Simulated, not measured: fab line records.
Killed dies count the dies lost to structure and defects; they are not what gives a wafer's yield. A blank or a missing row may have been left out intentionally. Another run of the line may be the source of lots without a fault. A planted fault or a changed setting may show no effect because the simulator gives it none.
Chamber matching -- flow n5_finfet -- 4 sister chambers for N5_BEOL_M6_CMP_52 on cmp-01
The step polishes, stops on SiCOH lowk, t overpolish 6.9 s, target thk 80 nm. 8 wafers are shown with their chamber, then 11 later ones without.

== WAFERS, EACH WITH ITS CHAMBER ==
wafer,chamber,motor_current_A (A),overpolish_run_s (s)
L083.3,1,7.0,6.905
L084.1,2,6.7,6.908
L084.3,1,6.9,6.918
L084.5,3,6.2,6.914
L087.2,2,6.9,6.908
L087.3,3,6.1,6.890
L087.4,0,6.6,6.892
L090.1,0,6.6,6.915

== WAFERS WHOSE CHAMBER IS MISSING ==
wafer,motor_current_A (A),overpolish_run_s (s)
L090.2,6.6,6.899
L090.3,6.5,6.909
L091.1,6.5,6.883
L091.2,7.0,6.920
L091.5,6.5,6.894
L096.1,6.9,6.902
L096.2,7.1,6.904
L096.6,7.0,6.895
L097.1,6.0,6.915
L097.2,6.9,6.897
L097.4,6.7,6.912

== EACH ONE'S CHAMBER ==
wafer,from the rows above,in truth
L090.2,0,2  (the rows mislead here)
L090.3,0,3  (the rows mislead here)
L091.1,can't be placed: 0 or 2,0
L091.2,can't be placed: 1 or 2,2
L091.5,0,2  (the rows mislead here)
L096.1,can't be placed: 1 or 2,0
L096.2,can't be placed: 1 or 2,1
L096.6,can't be placed: 1 or 2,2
L097.1,3,3
L097.2,can't be placed: 1 or 2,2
L097.4,can't be placed: 2 or 0 or 1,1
1 of 11 placed correctly. Can't be placed from these rows: 7 (the true chamber is among the candidates in 6). 3 placed wrongly.
How it was worked out, from the rows above alone: a wafer's distance from a chamber is the root of the sum, over the readings, of the square of ((its reading less the chamber's mean) divided by the reading's scatter). If the next closest chamber is less than 2 further off than the closest, the wafer can't be placed; otherwise it belongs to the closest. Each chamber's mean is taken over the wafers shown for it. The scatter is the square root of a quotient: the sum, over the shown wafers, of each reading's squared deviation from its chamber's mean, divided by wafers minus chambers.
